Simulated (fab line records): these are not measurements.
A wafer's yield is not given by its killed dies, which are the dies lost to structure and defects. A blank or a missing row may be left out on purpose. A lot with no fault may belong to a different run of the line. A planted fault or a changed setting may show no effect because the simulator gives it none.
8D (eight disciplines) problem report, filled in by code ; flow n5Finfet ; the parts of the form that need people (team, actions taken, sign-off) are left out

== 1. WHAT WENT WRONG ==
At N5_BEOL_M3_ETCH_70, rfFwdPowerW averages 632 W over 6 wafers from 2 lots, while fault-free wafers read 835 W, standard deviation 3. Measured from the usual mean, that is -68 standard deviations.
The step: etches SOC in N2/H2, target depth 80 nm, overetch 16 nm, time 120 s.
Earliest sighting: wafer L678.1 on rieDiel-05 at day 11 11:22. The record holds 18 wafers of 6 lots with a number at this step. By rule, "out" or "out of limits" means more than 4 standard deviations away from the usual mean. The rest of the wafers with a number are treated as sound.

== 2. WHAT IT IS AND WHAT IT IS NOT ==
question;is;is not
which readings at this step;rfFwdPowerW, rfVppV;drypumpMotorCurrentA, oesProductAu, showerheadPlenumPTorr, throttleValvePct
which lots;L678, L679;L662, L668, L682, L684
which wafers of those lots;all that have a number;-
read on which tools;rieDiel-05;rieDiel-01, rieDiel-03
when;from day 11 11:22;"up to then (6 sound wafers); but 6 sound wafers of L682, L684 came after"

== 3. THE SUSPECTS, EACH WITH WHAT RULES IT OUT ==
Counting: a tool stays on the suspect list if, at a process step up to the reading, it processed all lots that are out and no sound lot following the first of them.
- rieDiel-05 at N5_BEOL_M3_DESCUM_33 (chemistry O2, time 7 s): kept. It ran every lot that is out, first L678 (day 11 08:14), and no sound lot after that; its last sound lot up to then is L668 (day 8 18:00).
- rieDiel-05 at N5_BEOL_M3_ETCH_77 (etches underlayer in N2/H2, target depth 6.5 nm, time 5.2 s): kept. It ran every lot that is out, first L678 (day 11 08:16), and no sound lot after that; its last sound lot up to then is L668 (day 8 18:02).
- rieDiel-05 at N5_BEOL_M3_ETCH_69 (etches SiARC in CF4, target depth 15.6 nm, time 26 s): kept. It ran every lot that is out, first L678 (day 11 08:17), and no sound lot after that; its last sound lot up to then is L668 (day 8 18:03).
- rieDiel-05 at N5_BEOL_M3_ETCHBACK_99 (etches SiO2 in CHF3, target depth 5 nm, time 10.4 s): kept. It ran every lot that is out, first L678 (day 11 11:20), and no sound lot after that; its last sound lot up to then is L668 (day 8 20:38).
- rieDiel-05 at N5_BEOL_M3_ETCH_70 (etches SOC in N2/H2, target depth 80 nm, overetch 16 nm, time 120 s): kept. It ran every lot that is out, first L678 (day 11 11:22), and no sound lot after that; its last sound lot up to then is L668 (day 8 20:40). Out on those wafers are its own readings of rfFwdPowerW, rfVppV.
Left after counting: rieDiel-05 at N5_BEOL_M3_DESCUM_33, rieDiel-05 at N5_BEOL_M3_ETCH_77, rieDiel-05 at N5_BEOL_M3_ETCH_69, rieDiel-05 at N5_BEOL_M3_ETCHBACK_99, rieDiel-05 at N5_BEOL_M3_ETCH_70.

== 4. THE CAUSE (what the simulator had put in) ==
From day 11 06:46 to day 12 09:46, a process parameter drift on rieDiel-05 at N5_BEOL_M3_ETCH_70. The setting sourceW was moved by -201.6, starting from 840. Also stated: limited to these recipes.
After counting, 5 suspects remain, this tool included.

== 5. SEQUENCE OF EFFECTS, ordered by route ==
One row per reading whose mean, taken over the struck wafers that have a number, lies over 3 standard deviations from the usual. Scope: only readings with a usual standard deviation given in the record; hours: median across lots of the time from each lot's start at the first step in this table that gives one to its start at this step; sigmas: change in usual standard deviations.
hours;step;reading;usual;on struck wafers;change;sigmas
0;N5_BEOL_M3_ETCH_70;rfFwdPowerW;835 W;632;-203;-68
0;N5_BEOL_M3_ETCH_70;rfVppV;524 V;571;+47;+15
Its process steps:
- N5_BEOL_M3_ETCH_70: etches SOC in N2/H2, target depth 80 nm, overetch 16 nm, time 120 s.
Later steps that measure or inspect, where all struck wafers having a row at the step show a number for every such reading and not one has moved that far: N5_BEOL_M4_RC_MEAS_101.

== 6. HOW IT WOULD HAVE BEEN CAUGHT EARLIER ==
5 hours passed between the start of the fault at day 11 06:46 and the first reading out of limits in this record, taken at day 11 11:22.
